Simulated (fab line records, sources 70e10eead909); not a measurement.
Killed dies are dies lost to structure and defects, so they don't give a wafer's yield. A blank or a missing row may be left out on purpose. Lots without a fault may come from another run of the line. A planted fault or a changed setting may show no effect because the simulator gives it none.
Which tool did it? | flow nand_harc | 12 lots, 36 wafers sampled, at 4 steps of a route of 1302

WHAT THE GAUGES READ, wafer by wafer
The record holds no reading of a measuring or inspecting step that can be judged against a usual standard deviation.

WHICH TOOL RAN EACH LOT (tool, then ch and the chambers of the sampled wafers, then the start)
lot  | NHARC_A_CHANNEL_FILL_D2_ALD_16   | NHARC_A_CHANNEL_FILL_D2_ETCHBACK_20 | NHARC_A_CHANNEL_FILL_D2_STRIP_29              | NHARC_A_CHANNEL_FILL_D2_RTA_24
L634 | ald_hk-02 ch 0,1,2, day 13 22:43 | rie_diel-08 ch 0,2,3, day 14 12:42  | rie_diel-08 ch 1,2,3, day 15 11:47 or earlier | rtp_anneal-01 ch 0, day 15 11:47
L633 | ald_hk-03 ch 0,2,3, day 14 03:20 | rie_diel-04 ch 1,2,3, day 14 12:36  | rie_diel-05 ch 0,1,3, day 15 15:29 or earlier | rtp_anneal-01 ch 0, day 15 15:29
L637 | ald_hk-03 ch 0,1, day 15 16:02   | rie_diel-08 ch 0,1, day 16 01:16    | rie_diel-05 ch 0,1,2, day 17 03:13 or earlier | rtp_anneal-01 ch 0, day 17 03:13
L638 | ald_hk-03 ch 0,2,3, day 15 19:13 | rie_diel-05 ch 0,1,3, day 16 07:17  | rie_diel-08 ch 2,3, day 17 06:54 or earlier   | rtp_anneal-01 ch 0, day 17 06:54
L639 | ald_hk-03 ch 0,1,2, day 16 16:11 | rie_diel-04 ch 0,1, day 17 03:31    | rie_diel-05 ch 0,1, day 18 02:25 or earlier   | rtp_anneal-02 ch 0, day 18 02:25
L643 | ald_hk-02 ch 0,1,2, day 17 18:36 | rie_diel-08 ch 0,2,3, day 18 06:49  | rie_diel-05 ch 0,2,3, day 19 06:34 or earlier | rtp_anneal-02 ch 0, day 19 06:34
L649 | ald_hk-03 ch 1,2, day 20 21:08   | rie_diel-04 ch 0,2, day 21 09:12    | rie_diel-08 ch 0,1,3, day 22 08:51 or earlier | rtp_anneal-02 ch 0, day 22 08:51
L651 | ald_hk-04 ch 0,3, day 21 15:39   | rie_diel-05 ch 0,3, day 22 04:23    | rie_diel-08 ch 2,3, day 23 04:08 or earlier   | rtp_anneal-02 ch 0, day 23 04:08
L652 | ald_hk-02 ch 0,1,2, day 22 03:26 | rie_diel-08 ch 0,1,2, day 22 18:19  | rie_diel-05 ch 1,2,3, day 23 19:27 or earlier | rtp_anneal-02 ch 0, day 23 19:27
L655 | ald_hk-04 ch 1,2, day 22 16:43   | rie_diel-08 ch 0,1, day 23 04:41    | rie_diel-04 ch 1,2,3, day 24 04:37 or earlier | rtp_anneal-02 ch 0, day 24 04:37
L653 | ald_hk-04 ch 0,1,2, day 22 19:56 | rie_diel-05 ch 0,1,3, day 23 08:44  | rie_diel-08 ch 0,2,3, day 24 08:17 or earlier | rtp_anneal-01 ch 0, day 24 08:17
L656 | ald_hk-04 ch 0,2,3, day 23 11:50 | rie_diel-05 ch 0,1,2, day 23 23:51  | rie_diel-08 ch 0,2,3, day 24 23:04 or earlier | rtp_anneal-01 ch 0, day 24 23:04
- NHARC_A_CHANNEL_FILL_D2_ALD_16: deposits SiO2, target thk 1.5 nm, pulse time 10 s, ald cycles 15.
- NHARC_A_CHANNEL_FILL_D2_ETCHBACK_20: etches the open film in C4F8/O2/Ar, target depth 27 nm, time 13.5 s.
- NHARC_A_CHANNEL_FILL_D2_STRIP_29: strips in O2, time 20 s.
- NHARC_A_CHANNEL_FILL_D2_RTA_24: time 5 s.

WHAT THE TOOLS THEMSELVES READ (means of the sampled wafers that have a number; where no wafer has one, the mark that the record gives instead)
NHARC_A_CHANNEL_FILL_D2_ALD_16. Usual: heater_power_outer_w 273 W, standard deviation 28; heater_power_w 485 W, standard deviation 50; precursor_pulse_height_rel 1.002, standard deviation 0.019.
lot  | tool      | heater_power_outer_w (W) | heater_power_w (W) | precursor_pulse_height_rel | flag
L634 | ald_hk-02 | 265                      | 461                | 1.009                      |
L633 | ald_hk-03 | 252                      | 465                | 1.002                      |
L637 | ald_hk-03 | 280                      | 507                | 0.995                      |
L638 | ald_hk-03 | 254                      | 467                | 1.008                      |
L639 | ald_hk-03 | 273                      | 476                | 1.001                      |
L643 | ald_hk-02 | 252                      | 442                | 1.003                      |
L649 | ald_hk-03 | 293                      | 526                | 1.019                      |
L651 | ald_hk-04 | 267                      | 471                | 1.006                      |
L652 | ald_hk-02 | 253                      | 443                | 1.004                      |
L655 | ald_hk-04 | 311                      | 536                | 0.996                      |
L653 | ald_hk-04 | 303                      | 534                | 1.001                      |
L656 | ald_hk-04 | 280                      | 517                | 0.992                      |

NHARC_A_CHANNEL_FILL_D2_ETCHBACK_20. Usual: chamber_pressure_mTorr 25.00 mTorr, standard deviation 0.037; oes_product_au 0.988 a.u., standard deviation 0.024; rf_fwd_power_W 586.8 W, standard deviation 2.9; rf_vpp_V 978 V, standard deviation 6.2.
lot  | tool        | chamber_pressure_mTorr (mTorr) | oes_product_au (a.u.) | rf_fwd_power_W (W) | rf_vpp_V (V) | flag
L634 | rie_diel-08 | 24.98                          | 0.966                 | 585.3              | 980          |
L633 | rie_diel-04 | 25.03                          | 1.008                 | 584.3              | 979          |
L637 | rie_diel-08 | 24.98                          | 0.994                 | 587.5              | 974          |
L638 | rie_diel-05 | 24.99                          | 0.955                 | 586.7              | 977          |
L639 | rie_diel-04 | 24.99                          | 1.004                 | 588.5              | 979          |
L643 | rie_diel-08 | 25.00                          | 1.074                 | 667.2              | 980          | OFF
L649 | rie_diel-04 | 24.97                          | 0.997                 | 585.1              | 985          |
L651 | rie_diel-05 | 24.99                          | 1.004                 | 588.2              | 983          |
L652 | rie_diel-08 | 25.01                          | 0.986                 | 586.1              | 979          |
L655 | rie_diel-08 | 25.01                          | 0.946                 | 588.9              | 973          |
L653 | rie_diel-05 | 25.02                          | 1.005                 | 587.8              | 977          |
L656 | rie_diel-05 | 25.00                          | 0.997                 | 590.0              | 980          |

NHARC_A_CHANNEL_FILL_D2_STRIP_29. Usual: chamber_pressure_mTorr 60.00 mTorr, standard deviation 0.049; drypump_motor_current_A 5.7 A, standard deviation 0.42; oes_product_au 0.999 a.u., standard deviation 0.011; rf_vpp_V 57.8 V, standard deviation 0.88; showerhead_plenum_p_Torr 3.52 Torr, standard deviation 0.16; throttle_valve_pct 17.037 %, standard deviation 0.0079.
lot  | tool        | chamber_pressure_mTorr (mTorr) | drypump_motor_current_A (A) | oes_product_au (a.u.) | rf_vpp_V (V) | showerhead_plenum_p_Torr (Torr) | throttle_valve_pct (%) | flag
L634 | rie_diel-08 | 59.97                          | 5.9                         | 1.002                 | 59.1         | 3.54                            | 17.036                 |
L633 | rie_diel-05 | 60.00                          | 5.4                         | 1.001                 | 57.8         | 3.50                            | 17.035                 |
L637 | rie_diel-05 | 60.07                          | 5.8                         | 0.999                 | 58.8         | 3.58                            | 17.033                 |
L638 | rie_diel-08 | 59.99                          | 6.1                         | 1.000                 | 56.9         | 3.58                            | 17.038                 |
L639 | rie_diel-05 | 59.98                          | 5.6                         | 1.006                 | 57.8         | 3.50                            | 17.030                 |
L643 | rie_diel-05 | 60.00                          | 5.7                         | 0.999                 | 57.8         | 3.58                            | 17.035                 |
L649 | rie_diel-08 | 60.03                          | 5.9                         | 0.988                 | 57.3         | 3.44                            | 17.035                 |
L651 | rie_diel-08 | 59.99                          | 5.9                         | 0.985                 | 57.5         | 3.66                            | 17.042                 |
L652 | rie_diel-05 | 59.99                          | 5.4                         | 1.008                 | 56.9         | 3.44                            | 17.041                 |
L655 | rie_diel-04 | 60.02                          | 5.8                         | 1.005                 | 57.8         | 3.53                            | 17.040                 |
L653 | rie_diel-08 | 60.05                          | 5.9                         | 0.998                 | 57.8         | 3.56                            | 17.040                 |
L656 | rie_diel-08 | 60.01                          | 5.9                         | 1.000                 | 57.8         | 3.56                            | 17.044                 |

NHARC_A_CHANNEL_FILL_D2_RTA_24. Usual: lamp_power_pct 28.9 %, standard deviation 1.7; lamp_zone_2_pct 28.9 %, standard deviation 1.7; wafer_temp_C_max 1004.8, standard deviation 1.4.
lot  | tool          | lamp_power_pct (%) | lamp_zone_2_pct (%) | wafer_temp_C_max | flag
L634 | rtp_anneal-01 | 30.8               | 30.8                | 1004.1           |
L633 | rtp_anneal-01 | 30.7               | 30.7                | 1003.3           |
L637 | rtp_anneal-01 | 30.7               | 30.7                | 1003.5           |
L638 | rtp_anneal-01 | 30.8               | 30.8                | 1003.9           |
L639 | rtp_anneal-02 | 27.3               | 27.3                | 1006.0           |
L643 | rtp_anneal-02 | 27.3               | 27.3                | 1007.5           |
L649 | rtp_anneal-02 | 27.3               | 27.3                | 1006.8           |
L651 | rtp_anneal-02 | 27.3               | 27.3                | 1004.5           |
L652 | rtp_anneal-02 | 27.3               | 27.3                | 1006.3           |
L655 | rtp_anneal-02 | 27.3               | 27.3                | 1004.7           |
L653 | rtp_anneal-01 | 30.7               | 30.8                | 1003.9           |
L656 | rtp_anneal-01 | 30.7               | 30.8                | 1003.8           |

THE ANSWER, worked out from the rows above alone
Rule: a lot is off if the mean of its wafers that have a number lies more than 3 standard deviations from the usual mean. A lot without any number at a reading at which 4 lots or more have one is off too. The other lots that the step has rows for count as sound. The gauges are gone through in route order, then the tools' own readings, and for those a lot's mean is taken as printed above. The first step at which some lot is off is used, and at that step the reading that is off furthest; a lot without a number counts as furthest.
Off: L643, at NHARC_A_CHANNEL_FILL_D2_ETCHBACK_20 (rf_fwd_power_W).
A tool fits if, at that step or a process step before it, it ran every lot that is off, and no sound lot after the first of them. None of those tried fits.

WHAT THE SIMULATOR HAD PUT IN
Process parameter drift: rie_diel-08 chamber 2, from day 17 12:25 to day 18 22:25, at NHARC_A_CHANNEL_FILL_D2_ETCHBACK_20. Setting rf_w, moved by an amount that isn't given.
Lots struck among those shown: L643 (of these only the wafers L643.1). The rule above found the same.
